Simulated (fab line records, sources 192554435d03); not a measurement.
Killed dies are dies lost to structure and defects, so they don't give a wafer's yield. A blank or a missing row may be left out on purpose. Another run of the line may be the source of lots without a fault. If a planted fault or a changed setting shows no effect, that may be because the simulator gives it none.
Which tool was responsible? / flow n5 finfet / Sampling: 9 lots, 27 wafers, 5 of 1938 route steps

== WHAT THE GAUGES READ, wafer by wafer ==
N5_FIN_SAQP_CD_MEAS_16: target cd 35.6 nm.
lot=L202; measured=day 1 22:02; on=cd sem-03; cd nm (nm)=36.4 35.8 35.9
lot=L203; measured=day 2 04:16; on=cd sem-03; cd nm (nm)=36.0 35.7 35.7
lot=L204; measured=day 2 10:55; on=cd sem-03; cd nm (nm)=35.5 35.2 36.0
lot=L207; measured=day 3 04:25; on=cd sem-01; cd nm (nm)=35.4 36.2 35.6
lot=L210; measured=day 3 21:14; on=cd sem-01; cd nm (nm)=35.5 35.7 35.7
lot=L216; measured=day 5 09:33; on=cd sem-02; cd nm (nm)=34.8 35.6 35.6
lot=L217; measured=day 5 16:04; on=cd sem-02; cd nm (nm)=35.9 36.1 35.4
lot=L220; measured=day 6 10:53; on=cd sem-03; cd nm (nm)=36.0 35.8 35.7
lot=L224; measured=day 7 10:30; on=cd sem-01; cd nm (nm)=35.8 36.1 35.8

N5_BEOL_M4_RC_MEAS_101.
lot=L202; measured=day 8 22:11; on=prober-01; DIBL_N (mV/V)=36.4 35.7 37.5; DIBL_P (mV/V)=35.6 34.2 36.3; IOFF_N (nA/um)=0.15 0.14 0.17; IOFF_P (nA/um)=0.21 0.19 0.22; IOFF_P_LONG (nA/um)=0.000112 0.000107 0.000105; ION_N (uA/um)=671 664 675; ION_P (uA/um)=461 460 457; SS_N (mV/dec)=70.7 70.1 71.0; SS_P (mV/dec)=73.6 73.3 73.7; VT_N (mV)=249 251 250; VT_P (mV)=-249 -251 -250; VT_P_LONG (mV)=-274.6 -274.5 -274.7
lot=L203; measured=day 9 01:53; on=prober-02; DIBL_N (mV/V)=35.0 35.1 36.2; DIBL_P (mV/V)=34.2 34.4 36.1; IOFF_N (nA/um)=0.11 0.12 0.13; IOFF_P (nA/um)=0.14 0.14 0.16; IOFF_P_LONG (nA/um)=9e-05 9.2e-05 9e-05; ION_N (uA/um)=661 658 669; ION_P (uA/um)=445 444 453; SS_N (mV/dec)=72.1 71.0 71.8; SS_P (mV/dec)=72.7 72.9 73.5; VT_N (mV)=258 254 252; VT_P (mV)=-259 -256 -258; VT_P_LONG (mV)=-279.9 -279.9 -279.1
lot=L204; measured=day 9 06:52; on=prober-01; DIBL_N (mV/V)=34.8 36.2 36.5; DIBL_P (mV/V)=34.5 35.2 35.6; IOFF_N (nA/um)=0.13 0.15 0.15; IOFF_P (nA/um)=0.17 0.17 0.17; IOFF_P_LONG (nA/um)=0.000103 0.000101 9.9e-05; ION_N (uA/um)=647 663 655; ION_P (uA/um)=445 453 441; SS_N (mV/dec)=71.1 70.9 71.8; SS_P (mV/dec)=72.7 72.5 73.5; VT_N (mV)=252 254 251; VT_P (mV)=-253 -253 -254; VT_P_LONG (mV)=-273.9 -272.6 -278.6
lot=L207; measured=day 11 01:40; on=prober-02; DIBL_N (mV/V)=33.2 38.8 34.7; DIBL_P (mV/V)=32.0 39.7 34.8; IOFF_N (nA/um)=0.11 0.21 0.13; IOFF_P (nA/um)=0.14 0.25 0.18; IOFF_P_LONG (nA/um)=9.6e-05 9.4e-05 0.000101; ION_N (uA/um)=649 672 658; ION_P (uA/um)=441 453 454; SS_N (mV/dec)=72.3 73.0 71.3; SS_P (mV/dec)=71.9 73.9 73.4; VT_N (mV)=260 246 255; VT_P (mV)=-256 -249 -252; VT_P_LONG (mV)=-276.7 -277.5 -276.5
lot=L210; measured=day 11 08:01; on=prober-02; DIBL_N (mV/V)=34.0 34.2 32.9; DIBL_P (mV/V)=33.2 32.6 32.8; IOFF_N (nA/um)=0.12 0.12 0.11; IOFF_P (nA/um)=0.19 0.17 0.17; IOFF_P_LONG (nA/um)=0.000111 0.000105 0.000103; ION_N (uA/um)=650 660 665; ION_P (uA/um)=452 453 458; SS_N (mV/dec)=71.2 71.1 71.4; SS_P (mV/dec)=72.7 72.7 72.7; VT_N (mV)=255 257 254; VT_P (mV)=-251 -255 -254; VT_P_LONG (mV)=-277.3 -275.6 -274.1
lot=L216; measured=day 13 09:55; on=prober-02; DIBL_N (mV/V)=38.4 37.1 35.3; DIBL_P (mV/V)=39.3 38.6 35.0; IOFF_N (nA/um)=0.19 0.15 0.12; IOFF_P (nA/um)=0.18 0.18 0.13; IOFF_P_LONG (nA/um)=8.4e-05 8.2e-05 8.6e-05; ION_N (uA/um)=677 670 670; ION_P (uA/um)=433 424 434; SS_N (mV/dec)=70.7 71.2 70.6; SS_P (mV/dec)=74.6 73.6 73.0; VT_N (mV)=246 252 252; VT_P (mV)=-253 -258 -262; VT_P_LONG (mV)=-287.8 -288.9 -286.7
lot=L217; measured=day 13 17:46; on=prober-01; DIBL_N (mV/V)=36.3 35.7 36.9; DIBL_P (mV/V)=41.5 37.8 39.2; IOFF_N (nA/um)=0.16 0.16 0.18; IOFF_P (nA/um)=0.23 0.15 0.17; IOFF_P_LONG (nA/um)=7.8e-05 7.7e-05 8.2e-05; ION_N (uA/um)=666 666 668; ION_P (uA/um)=417 411 428; SS_N (mV/dec)=71.4 72.0 72.0; SS_P (mV/dec)=75.5 74.0 74.2; VT_N (mV)=248 249 251; VT_P (mV)=-260 -266 -263; VT_P_LONG (mV)=-288.3 -292.0 -286.9
lot=L220; measured=day 14 01:58; on=prober-02; DIBL_N (mV/V)=39.8 38.8 38.1; DIBL_P (mV/V)=39.7 38.4 37.0; IOFF_N (nA/um)=0.22 0.18 0.17; IOFF_P (nA/um)=0.24 0.24 0.20; IOFF_P_LONG (nA/um)=0.000102 9.6e-05 9.7e-05; ION_N (uA/um)=700 674 671; ION_P (uA/um)=467 462 458; SS_N (mV/dec)=71.8 72.7 71.4; SS_P (mV/dec)=74.1 74.6 73.9; VT_N (mV)=248 248 250; VT_P (mV)=-250 -252 -253; VT_P_LONG (mV)=-276.8 -280.8 -275.8
lot=L224; measured=day 14 21:43; on=prober-02; DIBL_N (mV/V)=33.1 34.7 34.6; DIBL_P (mV/V)=33.5 35.8 37.0; IOFF_N (nA/um)=0.11 0.13 0.14; IOFF_P (nA/um)=0.13 0.16 0.17; IOFF_P_LONG (nA/um)=8.7e-05 8.5e-05 9e-05; ION_N (uA/um)=662 666 665; ION_P (uA/um)=444 443 449; SS_N (mV/dec)=70.6 71.6 71.9; SS_P (mV/dec)=72.9 73.6 74.3; VT_N (mV)=259 255 252; VT_P (mV)=-262 -262 -259; VT_P_LONG (mV)=-284.6 -284.0 -283.9

== WHICH TOOL RAN EACH LOT (tool, then ch and the chambers of the sampled wafers, then the start) ==
lot=L202; N5_PMOS_HMC_CHANNEL_EPI_EPI_20=epi rpcvd-02 ch 0, day 1 18:20; N5_FIN_SAQP_HM_DEP_03=pecvd-02 ch 1,2, day 1 21:16; N5_FIN_SAQP_ETCH_51=rie diel-01 ch 0,1,2, day 1 22:26
lot=L203; N5_PMOS_HMC_CHANNEL_EPI_EPI_20=epi rpcvd-02 ch 0, day 2 00:55; N5_FIN_SAQP_HM_DEP_03=pecvd-02 ch 0,1,2, day 2 03:37; N5_FIN_SAQP_ETCH_51=rie diel-06 ch 1,3, day 2 04:24
lot=L204; N5_PMOS_HMC_CHANNEL_EPI_EPI_20=epi rpcvd-04 ch 0, day 2 07:49; N5_FIN_SAQP_HM_DEP_03=pecvd-01 ch 0,1,2, day 2 10:15; N5_FIN_SAQP_ETCH_51=rie diel-01 ch 1,2, day 2 11:05
lot=L207; N5_PMOS_HMC_CHANNEL_EPI_EPI_20=epi rpcvd-01 ch 0, day 3 00:12; N5_FIN_SAQP_HM_DEP_03=pecvd-02 ch 0,1,2, day 3 03:38; N5_FIN_SAQP_ETCH_51=rie diel-01 ch 0,1,3, day 3 04:32
lot=L210; N5_PMOS_HMC_CHANNEL_EPI_EPI_20=epi rpcvd-04 ch 0, day 3 18:04; N5_FIN_SAQP_HM_DEP_03=pecvd-04 ch 1,2, day 3 20:34; N5_FIN_SAQP_ETCH_51=rie diel-06 ch 0,3, day 3 21:49
lot=L216; N5_PMOS_HMC_CHANNEL_EPI_EPI_20=epi rpcvd-04 ch 0, day 5 06:00; N5_FIN_SAQP_HM_DEP_03=pecvd-04 ch 0,2, day 5 08:45; N5_FIN_SAQP_ETCH_51=rie diel-06 ch 1,2,3, day 5 10:00
lot=L217; N5_PMOS_HMC_CHANNEL_EPI_EPI_20=epi rpcvd-04 ch 0, day 5 12:07; N5_FIN_SAQP_HM_DEP_03=pecvd-04 ch 1,2, day 5 15:17; N5_FIN_SAQP_ETCH_51=rie diel-04 ch 2,3, day 5 16:12
lot=L220; N5_PMOS_HMC_CHANNEL_EPI_EPI_20=epi rpcvd-02 ch 0, day 6 06:59; N5_FIN_SAQP_HM_DEP_03=pecvd-02 ch 0,2, day 6 10:06; N5_FIN_SAQP_ETCH_51=rie diel-04 ch 0,1,2, day 6 11:01
lot=L224; N5_PMOS_HMC_CHANNEL_EPI_EPI_20=epi rpcvd-02 ch 0, day 7 06:26; N5_FIN_SAQP_HM_DEP_03=pecvd-04 ch 0,2, day 7 09:43; N5_FIN_SAQP_ETCH_51=rie diel-01 ch 0,1,3, day 7 10:38
- N5_PMOS_HMC_CHANNEL_EPI_EPI_20: deposits SiGe30, target thk 59 nm.
- N5_FIN_SAQP_HM_DEP_03: deposits SiNx from SiH4/NH3/N2, target thk 38 nm, time 33.6 s.
- N5_FIN_SAQP_ETCH_51: etches SiARC in CF4, target depth 45.5 nm, time 75.8 s.

== WHAT THE TOOLS THEMSELVES READ (means of the sampled wafers that have a number; where no wafer has one, the mark that the record gives instead) ==
N5_PMOS_HMC_CHANNEL_EPI_EPI_20.
lot=L202; tool=epi rpcvd-02; chamber pressure Torr (Torr)=19.98; lamp inner pct (%)=12.8
lot=L203; tool=epi rpcvd-02; chamber pressure Torr (Torr)=20.03; lamp inner pct (%)=12.8
lot=L204; tool=epi rpcvd-04; chamber pressure Torr (Torr)=20.06; lamp inner pct (%)=12.9
lot=L207; tool=epi rpcvd-01; chamber pressure Torr (Torr)=20.05; lamp inner pct (%)=9.5
lot=L210; tool=epi rpcvd-04; chamber pressure Torr (Torr)=20.00; lamp inner pct (%)=13.0
lot=L216; tool=epi rpcvd-04; chamber pressure Torr (Torr)=13.87; lamp inner pct (%)=12.9
lot=L217; tool=epi rpcvd-04; chamber pressure Torr (Torr)=13.95; lamp inner pct (%)=12.9
lot=L220; tool=epi rpcvd-02; chamber pressure Torr (Torr)=19.98; lamp inner pct (%)=12.8
lot=L224; tool=epi rpcvd-02; chamber pressure Torr (Torr)=19.98; lamp inner pct (%)=12.8

N5_FIN_SAQP_HM_DEP_03.
lot=L202; tool=pecvd-02; heater power outer w (W)=413; heater power w (W)=699; showerhead plenum p Torr (Torr)=5.09; throttle valve pct (%)=38.9
lot=L203; tool=pecvd-02; heater power outer w (W)=455; heater power w (W)=779; showerhead plenum p Torr (Torr)=5.13; throttle valve pct (%)=39.6
lot=L204; tool=pecvd-01; heater power outer w (W)=520; heater power w (W)=845; showerhead plenum p Torr (Torr)=5.12; throttle valve pct (%)=39.8
lot=L207; tool=pecvd-02; heater power outer w (W)=458; heater power w (W)=799; showerhead plenum p Torr (Torr)=5.13; throttle valve pct (%)=39.6
lot=L210; tool=pecvd-04; heater power outer w (W)=521; heater power w (W)=886; showerhead plenum p Torr (Torr)=5.05; throttle valve pct (%)=41.1
lot=L216; tool=pecvd-04; heater power outer w (W)=594; heater power w (W)=998; showerhead plenum p Torr (Torr)=5.06; throttle valve pct (%)=39.8
lot=L217; tool=pecvd-04; heater power outer w (W)=573; heater power w (W)=946; showerhead plenum p Torr (Torr)=5.06; throttle valve pct (%)=41.4
lot=L220; tool=pecvd-02; heater power outer w (W)=430; heater power w (W)=766; showerhead plenum p Torr (Torr)=5.14; throttle valve pct (%)=38.5
lot=L224; tool=pecvd-04; heater power outer w (W)=512; heater power w (W)=910; showerhead plenum p Torr (Torr)=5.06; throttle valve pct (%)=39.9

N5_FIN_SAQP_ETCH_51.
lot=L202; tool=rie diel-01; bias w (W)=36.02; drypump motor current A (A)=5.7; etch rf on time s (s)=77.6; oes product au (a.u.)=0.67; rf vpp V (V)=184.8; showerhead plenum p Torr (Torr)=2.18; throttle valve pct (%)=15.44
lot=L203; tool=rie diel-06; bias w (W)=35.96; drypump motor current A (A)=5.4; etch rf on time s (s)=76.2; oes product au (a.u.)=0.73; rf vpp V (V)=183.7; showerhead plenum p Torr (Torr)=2.14; throttle valve pct (%)=15.54
lot=L204; tool=rie diel-01; bias w (W)=35.94; drypump motor current A (A)=5.7; etch rf on time s (s)=76.4; oes product au (a.u.)=0.73; rf vpp V (V)=185.2; showerhead plenum p Torr (Torr)=2.25; throttle valve pct (%)=15.34
lot=L207; tool=rie diel-01; bias w (W)=36.00; drypump motor current A (A)=5.5; etch rf on time s (s)=76.2; oes product au (a.u.)=0.68; rf vpp V (V)=184.0; showerhead plenum p Torr (Torr)=2.15; throttle valve pct (%)=15.50
lot=L210; tool=rie diel-06; bias w (W)=36.02; drypump motor current A (A)=5.0; etch rf on time s (s)=77.7; oes product au (a.u.)=0.61; rf vpp V (V)=183.8; showerhead plenum p Torr (Torr)=2.11; throttle valve pct (%)=15.54
lot=L216; tool=rie diel-06; bias w (W)=36.01; drypump motor current A (A)=5.4; etch rf on time s (s)=75.5; oes product au (a.u.)=0.65; rf vpp V (V)=183.6; showerhead plenum p Torr (Torr)=2.14; throttle valve pct (%)=15.55
lot=L217; tool=rie diel-04; bias w (W)=36.08; drypump motor current A (A)=5.8; etch rf on time s (s)=77.8; oes product au (a.u.)=0.61; rf vpp V (V)=183.7; showerhead plenum p Torr (Torr)=2.15; throttle valve pct (%)=15.64
lot=L220; tool=rie diel-04; bias w (W)=35.96; drypump motor current A (A)=6.1; etch rf on time s (s)=75.5; oes product au (a.u.)=0.70; rf vpp V (V)=184.5; showerhead plenum p Torr (Torr)=2.18; throttle valve pct (%)=15.57
lot=L224; tool=rie diel-01; bias w (W)=36.01; drypump motor current A (A)=5.5; etch rf on time s (s)=75.7; oes product au (a.u.)=0.72; rf vpp V (V)=184.6; showerhead plenum p Torr (Torr)=2.23; throttle valve pct (%)=15.40

== THE ANSWER, worked out from the rows above alone ==
Rule: the lots themselves supply what counts as usual. Put in order of their means at a reading, lots are off if they are a third of the lots or fewer, leave a main group of 4 or more, and stand apart from it by a gap of 3 or more times the standard deviation of the main group's means; of several such gaps the widest counts. If all means in a main group match to the digits the tables above print for the reading, that group is not used. Also off: a lot with no number at a reading for which 4 or more lots have one. All remaining lots with rows at the step are treated as sound. The gauges are gone through in route order, then the tools' own readings, and for those a lot's mean is taken as printed above. At the first step where some lot is off, the reading lying furthest off is the one used; lots without a number count as furthest.
Off, at N5_PMOS_HMC_CHANNEL_EPI_EPI_20 on chamber pressure Torr: L216, L217. Main group: mean 20.01 Torr, sd 0.032.
A tool fits if, at that step or a process step before it, it ran every lot that is off, and no sound lot after the first of them. One candidate fits, namely epi rpcvd-04 at N5_PMOS_HMC_CHANNEL_EPI_EPI_20. Its last sound lot is L210 (day 3 18:04), its first lot that is off L216 (day 5 06:00): a fault that began between those two fits.
The tool's own readings at N5_PMOS_HMC_CHANNEL_EPI_EPI_20 bear it out: on the lots that are off they differ by more than 5 times the standard deviation of the sound lots' means. chamber pressure Torr reads 13.91 Torr there against 20.01 Torr on the sound lots.

== WHAT WAS PUT IN BY THE SIMULATOR ==
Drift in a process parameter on epi rpcvd-04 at N5_PMOS_HMC_CHANNEL_EPI_EPI_20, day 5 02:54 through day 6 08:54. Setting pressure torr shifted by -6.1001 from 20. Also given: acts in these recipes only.
Struck lots among those shown: L216, L217. Same finding as the rule above.
